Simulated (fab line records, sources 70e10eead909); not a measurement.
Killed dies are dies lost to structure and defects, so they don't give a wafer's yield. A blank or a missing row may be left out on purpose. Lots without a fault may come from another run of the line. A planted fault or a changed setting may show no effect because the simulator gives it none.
fab line records | flow nand_harc | part 1 of 2: steps 1 to 3 of 6
record lots=18 wafers=54 last_day=33
route steps=1302 shown A_STAIRCASE@767
lots that met no fault: from a run of the same line without faults
start_h: hours from the record's first day to the start of the lot's first wafer shown | wait_h: hours since the lot's step before | " the same as in the row above | L1.1+2: a row that stands for several wafers | - no value, or no start given | * or withheld: withheld | < > ~ a bound
route shown NAME@n: a module of which the file shows steps, and the number in the route of the first | usual: mean/standard deviation of fault-free wafers | same: alike in all rows | chamber/n: place in a boat | sites: the reading at each site | _std_site: their standard deviation | _edge_site: outer sites' mean less inner sites' | radius_mm: how far each site lies from the wafer's centre | mask NAME#n: copy n | behind: the tool/chamber that last shaped the wafer | hold: why the lot was held/for how many hours/how that ended | device: the transistor (n, p or np) that didn't switch | end of line: the same wafers' tests at the end of the route | a step without rows: its recipe alone | killed: dies lost to structure and defects at the first sort, not the wafer's yield | map: a wafer's dies, x killed, . not, _ none there
set.NAME: the setting as run; set.NAME@STEP: as run at that earlier step | model.NAME: the simulator's own value behind a step, which no gauge read
steps of the route over a sample of lots; a table a step, a row a wafer
services: from which hour (start_h, from the record's first day; less than 0 if before it) a tool's chamber was out of use, for how many hours, and why
## steps
# step NHARC_A_STAIRCASE_ETCH_253
# recipe target_depth_a=500 time_s=20.2 ion_energy_ev=400 c4f8_flow_sccm=20 o2_flow_sccm=10 ar_flow_sccm=withheld rf_w=600 bias_w=1000 chemistry=C4F8/O2
# usual bias_w=1000.2/2.9 oes_product_au=0.954/0.02 rf_fwd_power_W=589/3.4 rf_vpp_V=895/3.2
# same time_s=20.2
# columns lot.wafer tool chamber start_h wait_h bias_w oes_product_au rf_fwd_power_W rf_hours_counter_h rf_vpp_V
L074.3 rie_diel-07 0 369.32 0.1 1002.9 0.962 591 24 893
L074.4 " 1 " " 1005.1 0.936 593 21 895
L074.5 " 3 " " 1000.3 0.967 588 - 896
L076.1 rie_diel-11 2 379.33 0.1 1000.7 0.955 593 40 895
L076.4 " 0 " " 999.5 0.925 584 34 895
L076.5 " 2 " " 1000.2 0.947 594 - 893
L078.2 rie_diel-11 1 402.56 0.1 999.2 0.972 593 46 893
L078.1 " 2 " " 1002.5 0.954 590 49 893
L078.5 " 0 " " 998.9 0.950 585 - 895
L077.1 rie_diel-11 3 402.73 0.1 999.3 0.982 590 52 896
L077.2 " 2 " " 999.2 0.972 592 49 892
L077.5 " 3 " " 1001.6 0.978 588 - 896
L080.4 rie_diel-11 2 422.28 0.1 998.6 0.982 591 55 894
L080.5 " 1 " " 994.9 0.974 596 - 893
L080.6 " 2 " " 999.0 0.988 592 - 892
L083.3 rie_diel-08 3 461.66 0.2 999.0 0.914 588 25 892
L083.1 " 2 " " 998.5 0.905 582 20 893
L083.6 " 1 " " 1006.5 0.909 585 - 894
L082.4 rie_diel-11 1 468.10 0.1 998.8 0.929 592 9 894
L082.2 " 2 " " 1003.0 0.919 592 9 892
L082.1 " 3 " " 1000.5 0.931 592 10 896
L081.4 rie_diel-07 1 468.78 0.1 997.9 0.943 593 54 893
L081.2 " 2 " " 996.4 0.992 587 49 903
L081.5 " 0 " " 1000.4 0.958 588 - 892
L086.2 rie_diel-07 3 495.52 0.1 1000.9 0.976 591 5 895
L086.1 " 0 " " 998.8 0.969 590 4 893
L086.5 " 3 " " 1000.8 0.976 588 - 895
L087.2 rie_diel-11 2 497.01 0.1 1000.2 0.971 593 18 893
L087.1 " 3 " " 1000.2 0.966 590 20 897
L087.6 " 0 " " 999.5 0.951 584 - 895
L089.4 rie_diel-07 3 523.38 0.1 1002.3 0.938 586 13 894
L089.2 " 1 " " 993.7 0.946 592 11 894
L089.6 " 3 " " 995.5 0.941 587 - 895
L090.1 rie_diel-07 3 525.35 0.1 994.3 0.953 588 15 894
L090.2 " 0 " " 1000.5 0.926 588 15 892
L090.3 " 1 " " 1000.0 0.965 591 13 894
L092.4 rie_diel-08 0 539.23 0.1 1005.4 0.942 592 42 895
L092.1 " 1 " " 998.4 0.932 589 39 895
L092.2 " 2 " " 1002.4 0.937 583 36 892
L091.3 rie_diel-07 2 539.63 0.1 1003.8 0.973 586 19 901
L091.6 " 0 " " 1001.3 0.934 588 - 893
L091.5 " 1 " " 1001.8 0.957 592 - 893
L093.4 rie_diel-11 3 563.21 0.1 998.2 0.961 589 54 894
L093.5 " 3 " " 1002.0 0.955 589 - 895
L093.6 " 0 " " 1002.0 0.965 585 - 896
L094.2 rie_diel-11 3 579.26 0.1 996.5 0.973 593 58 894
L094.5 " 1 " " 1000.5 0.949 595 - 892
L094.6 " 2 " " 1002.9 0.954 594 - 892
L095.2 rie_diel-07 2 583.41 0.1 999.5 0.963 592 32 902
L095.1 " 1 " " 1003.2 0.958 594 32 893
L095.6 " 3 " " 998.9 0.950 585 - 892
L097.1 rie_diel-11 3 589.68 0.1 1005.2 0.934 591 63 894
L097.4 " 0 " " 999.4 0.914 586 56 894
L097.3 " 2 " " 999.9 0.921 592 59 893
# step NHARC_A_STAIRCASE_ETCH_271
# recipe cf4_flow_sccm=100 chf3_flow_sccm=30 ar_flow_sccm=0 rf_w=500 bias_w=200 chemistry=CF4/CHF3
# usual bias_w=200.1/0.62 drypump_motor_current_A=5.7/0.42 mfc_ar_sccm=0.008/0.011 oes_product_au=0.945/0.021 rf_fwd_power_W=497.5/1.6 rf_vpp_V=370.1/1.6 showerhead_plenum_p_Torr=1.56/0.041 throttle_valve_pct=16.802/0.0094
# columns lot.wafer tool chamber start_h wait_h bias_w drypump_motor_current_A mfc_ar_sccm oes_product_au rf_fwd_power_W rf_hours_counter_h rf_vpp_V showerhead_plenum_p_Torr throttle_valve_pct
L074.4 rie_diel-08 2 374.85 0.1 200.0 6.2 0.019 0.955 498.7 43 369.3 1.54 16.796
L074.3 " 1 " " 200.9 5.7 0.008 0.965 496.2 50 371.5 1.57 16.790
L074.5 " 2 " " 199.6 6.2 0.019 0.961 496.9 - 370.3 1.54 16.808
L076.1 rie_diel-07 3 385.19 0.1 200.3 5.0 0.029 0.938 496.4 18 370.3 1.56 16.790
L076.4 " 2 " " 199.4 5.4 0 0.936 497.0 23 372.9 1.66 16.803
L076.5 " 3 " " 199.4 5.0 0.029 0.931 495.4 - 369.7 1.56 16.792
L078.2 rie_diel-07 0 407.10 0.1 200.0 6.3 0.019 0.923 497.2 34 370.0 1.53 16.792
L078.1 " 1 " " 200.9 6.1 0 0.920 502.2 33 370.5 1.55 16.792
L078.5 " 3 " " 200.0 5.0 0.029 0.929 496.9 - 370.4 1.55 16.812
L077.2 rie_diel-07 2 408.79 0.1 198.7 5.4 0 0.943 496.8 34 374.2 1.66 16.799
L077.1 " 3 " " 200.2 5.0 0.029 0.924 494.8 27 371.3 1.55 16.798
L077.5 " 3 " " 200.4 5.0 0.029 0.926 494.4 - 369.2 1.56 16.808
L080.4 rie_diel-07 2 425.99 0.1 199.9 5.4 0 0.985 498.7 36 373.1 1.66 16.797
L080.6 " 2 " " 201.3 5.4 0 0.994 500.0 - 373.6 1.66 16.804
L080.5 " 3 " " 199.0 5.0 0.029 0.983 499.9 - 370.6 1.55 16.789
L083.3 rie_diel-11 0 465.51 0.1 200.5 5.8 0 0.969 496.3 9 368.0 1.57 16.811
L083.1 " 1 " " 201.9 5.8 0 0.960 498.8 8 368.3 1.54 16.807
L083.6 " 2 " " 199.7 5.4 0.009 0.946 495.5 - 368.7 1.53 16.801
L082.2 rie_diel-11 3 472.32 0.1 199.6 5.1 0 0.944 499.4 10 370.7 1.57 16.782
L082.1 " 1 " " 199.8 5.9 0 0.947 499.4 10 369.8 1.54 16.792
L082.4 " 2 " " 200.3 5.3 0.009 0.940 498.7 9 370.3 1.53 16.803
L081.2 rie_diel-07 1 473.64 0.1 200.4 6.1 0 0.943 499.3 55 369.0 1.54 16.803
L081.4 " 2 " " 200.0 5.4 0 0.984 498.9 51 374.8 1.66 16.797
L081.5 " 1 " " 200.8 6.1 0 0.955 497.2 - 369.3 1.54 16.802
L086.2 rie_diel-11 1 502.73 0.1 201.1 5.9 0 0.923 500.6 18 370.3 1.54 16.787
L086.1 " 0 " " 199.5 5.7 0 0.903 497.2 20 370.0 1.56 16.806
L086.5 " 1 " " 200.7 5.8 0 0.928 499.1 - 369.2 1.54 16.790
L087.1 rie_diel-07 1 503.70 0.1 199.3 6.1 0 0.957 498.4 4 368.4 1.54 16.800
L087.2 " 2 " " 199.6 5.4 0 0.986 495.3 5 373.5 1.66 16.812
L087.6 " 0 " " 198.6 6.2 0.019 0.950 499.2 - 368.9 1.52 16.784
L089.2 rie_diel-11 0 527.34 0.2 200.0 5.7 0 0.939 498.9 30 370.1 1.56 16.808
L089.4 " 1 " " 199.9 5.8 0 0.933 497.7 28 368.2 1.54 16.815
L089.6 " 1 " " 200.2 5.8 0 0.925 496.7 - 369.7 1.54 16.794
L090.2 rie_diel-07 1 529.34 0.1 201.4 6.1 0 0.950 499.2 15 370.5 1.54 16.792
L090.1 " 2 " " 200.1 5.4 0 0.953 498.3 15 372.9 1.65 16.798
L090.3 " 0 " " 200.2 6.3 0.019 0.930 497.4 16 369.2 1.52 16.792
L091.3 rie_diel-07 0 546.14 0.1 199.9 6.3 0.019 0.928 498.5 24 368.8 1.52 16.793
L091.6 " 0 " " 199.8 6.3 0.019 0.923 495.7 - 368.3 1.52 16.803
L091.5 " 1 " " 200.0 6.1 0 0.953 497.2 - 368.4 1.53 16.811
L092.1 rie_diel-08 2 546.52 0.1 199.8 6.2 0.019 0.928 496.6 39 369.0 1.53 16.823
L092.4 " 0 " " 200.2 5.5 0.027 0.939 495.3 47 369.9 1.55 16.811
L092.2 " 1 " " 199.6 5.6 0.008 0.944 495.0 42 369.0 1.56 16.807
L093.4 rie_diel-07 1 567.30 0.1 200.2 6.1 0 0.921 500.4 28 369.3 1.53 16.804
L093.5 " 0 " " 200.7 6.2 0.019 0.906 497.4 - 368.8 1.52 16.792
L093.6 " 1 " " 199.7 6.1 0 0.919 499.0 - 370.5 1.53 16.794
L094.2 rie_diel-08 0 583.25 0.1 199.5 5.5 0.027 0.949 499.4 4 370.4 1.55 16.809
L094.6 " 2 " " 200.0 6.2 0.019 0.932 494.9 - 370.3 1.53 16.803
L094.5 " 3 " " 201.0 5.9 0.002 0.960 498.1 - 368.1 1.52 16.800
L095.2 rie_diel-11 0 587.24 0.1 200.7 5.7 0 0.981 495.1 56 369.6 1.55 16.798
L095.1 " 1 " " 199.5 5.8 0 0.958 499.8 50 369.1 1.53 16.804
L095.6 " 3 " " 201.1 5.1 0 0.993 499.2 - 370.7 1.55 16.808
L097.4 rie_diel-07 0 595.05 0.1 200.9 6.3 0.019 0.917 498.3 38 368.9 1.52 16.804
L097.3 " 1 " " 199.4 6.1 0 0.907 497.6 34 368.3 1.53 16.795
L097.1 " 3 " " 199.7 5.0 0.029 0.920 495.7 31 369.5 1.54 16.800
# step NHARC_A_STAIRCASE_HM_OPEN_457
# recipe o2_flow_sccm=400 cos_flow_sccm=20 ar_flow_sccm=0 rf_w=500 bias_w=300 chemistry=O2/COS
# usual bias_w=299.9/0.94 drypump_motor_current_A=5.7/0.42 mfc_ar_sccm=0.009/0.011 oes_product_au=0.996/0.012 rf_fwd_power_W=498.9/1.7 rf_vpp_V=466.4/1.9 showerhead_plenum_p_Torr=3.09/0.081 throttle_valve_pct=28.330/0.0091
# columns lot.wafer tool chamber start_h wait_h bias_w drypump_motor_current_A mfc_ar_sccm oes_product_au rf_fwd_power_W rf_hours_counter_h rf_vpp_V showerhead_plenum_p_Torr throttle_valve_pct
L074.3 rie_diel-08 2 - - 300.1 6.2 0.019 0.997 500.2 43 466.3 3.07 28.343
L074.4 " 3 " " 300.0 5.9 0.002 0.990 495.6 56 466.6 3.05 28.339
L074.5 " 1 " " 301.4 5.6 0.008 0.991 497.5 - 466.9 3.11 28.333
L076.4 rie_diel-07 2 - - 300.1 5.5 0 1.026 499.4 23 471.1 3.30 28.317
L076.1 " 3 " " 300.6 5.0 0.029 1.020 496.6 18 466.2 3.09 28.336
L076.5 " 1 " " 300.7 6.2 0 0.989 497.9 - 466.5 3.07 28.334
L078.1 rie_diel-07 2 - - 300.7 5.4 0 1.026 497.9 33 471.7 3.30 28.356
L078.2 " 0 " " 302.0 6.3 0.019 0.990 502.4 34 464.4 3.04 28.342
L078.5 " 2 " " 301.1 5.5 0 1.012 497.5 - 471.5 3.30 28.330
L077.1 rie_diel-07 1 - - 298.4 6.1 0 0.983 502.3 35 465.4 3.07 28.349
L077.2 " 0 " " 298.9 6.3 0.019 0.994 499.5 35 465.0 3.04 28.316
L077.5 " 2 " " 298.8 5.5 0 1.016 497.8 - 470.7 3.30 28.317
L080.4 rie_diel-07 1 - - 299.2 6.1 0 0.982 501.1 40 464.9 3.06 28.330
L080.5 " 3 " " 299.7 5.0 0.029 1.006 501.2 - 467.2 3.08 28.321
L080.6 " 0 " " 298.8 6.3 0.019 0.988 498.0 - 466.0 3.03 28.329
L083.3 rie_diel-11 0 - - 301.0 5.7 0 0.976 499.1 9 466.4 3.10 28.326
L083.1 " 1 " " 299.5 5.8 0 0.997 498.8 8 464.7 3.06 28.332
L083.6 " 1 " " 298.4 5.8 0 0.995 499.0 - 464.9 3.06 28.343
L082.2 rie_diel-11 0 - - 299.9 5.8 0 0.985 499.7 11 466.8 3.10 28.323
L082.1 " 1 " " 300.0 5.9 0 0.993 499.2 10 466.1 3.06 28.332
L082.4 " 2 " " 300.0 5.4 0.009 0.992 501.1 9 464.5 3.04 28.326
L081.4 rie_diel-07 2 - - 300.1 5.4 0 1.014 497.4 51 470.0 3.29 28.316
L081.2 " 3 " " 298.5 5.0 0.029 1.005 497.5 47 466.0 3.07 28.331
L081.5 " 2 " " 300.8 5.4 0 1.017 499.5 - 470.7 3.29 28.337
L086.1 rie_diel-11 3 - - 300.3 5.1 0 0.994 496.7 21 466.2 3.10 28.341
L086.2 " 0 " " 301.0 5.7 0 0.982 497.6 20 466.5 3.10 28.315
L086.5 " 2 " " 300.6 5.4 0.009 0.985 500.1 - 464.9 3.04 28.332
L087.1 rie_diel-07 3 - - 300.4 5.0 0.029 1.006 497.3 6 467.2 3.07 28.335
L087.2 " 0 " " 299.3 6.3 0.019 0.992 497.9 5 464.4 3.02 28.326
L087.6 " 3 " " 300.4 5.0 0.029 1.000 499.2 - 465.6 3.07 28.326
L089.4 rie_diel-11 3 - - 299.5 5.1 0 0.995 497.8 33 465.4 3.10 28.327
L089.2 " 1 " " 298.9 5.8 0 0.997 500.4 28 465.6 3.05 28.322
L089.6 " 3 " " 300.4 5.1 0 1.008 496.7 - 464.9 3.10 28.332
L090.2 rie_diel-07 0 - - 299.1 6.2 0.019 0.979 499.7 16 464.3 3.02 28.327
L090.3 " 1 " " 301.2 6.1 0 0.997 500.6 15 465.4 3.05 28.336
L090.1 " 2 " " 299.6 5.4 0 1.007 499.5 15 470.2 3.28 28.328
L091.3 rie_diel-07 2 - - 300.3 5.4 0 1.010 501.0 21 470.2 3.28 28.337
L091.6 " 1 " " 301.3 6.1 0 1.002 499.6 - 466.1 3.04 28.313
L091.5 " 2 " " 300.4 5.5 0 1.001 499.8 - 469.8 3.28 28.329
L092.4 rie_diel-08 0 - - 300.0 5.4 0.027 0.981 499.1 47 465.8 3.08 28.335
L092.1 " 2 " " 301.0 6.2 0.019 0.992 496.8 39 466.0 3.05 28.324
L092.2 " 3 " " 300.2 5.9 0.002 1.006 501.4 49 466.6 3.02 28.341
L093.4 rie_diel-07 1 - - 301.6 6.1 0 1.015 499.0 28 464.7 3.04 28.335
L093.6 " 3 " " 300.4 5.0 0.029 1.001 497.3 - 467.2 3.06 28.334
L093.5 " 0 " " 300.9 6.3 0.019 0.978 499.6 - 464.6 3.01 28.343
L094.2 rie_diel-08 1 - - 299.7 5.7 0.008 0.994 498.4 4 467.4 3.08 28.313
L094.5 " 3 " " 301.4 5.9 0.002 0.997 502.2 - 464.8 3.02 28.349
L094.6 " 0 " " 300.1 5.5 0.027 0.993 496.0 - 466.6 3.08 28.336
L095.2 rie_diel-11 2 - - 298.6 5.3 0.009 0.987 499.5 57 465.3 3.02 28.321
L095.1 " 3 " " 299.5 5.1 0 1.014 501.5 63 466.1 3.08 28.325
L095.6 " 2 " " 297.3 5.4 0.009 0.994 500.7 - 464.7 3.02 28.322
L097.3 rie_diel-07 2 - - 299.0 5.4 0 1.002 500.8 34 470.1 3.27 28.331
L097.4 " 0 " " 300.5 6.3 0.019 0.983 499.6 38 464.9 3.01 28.310
L097.1 " 1 " " 299.2 6.1 0 0.990 497.4 34 464.9 3.04 28.330
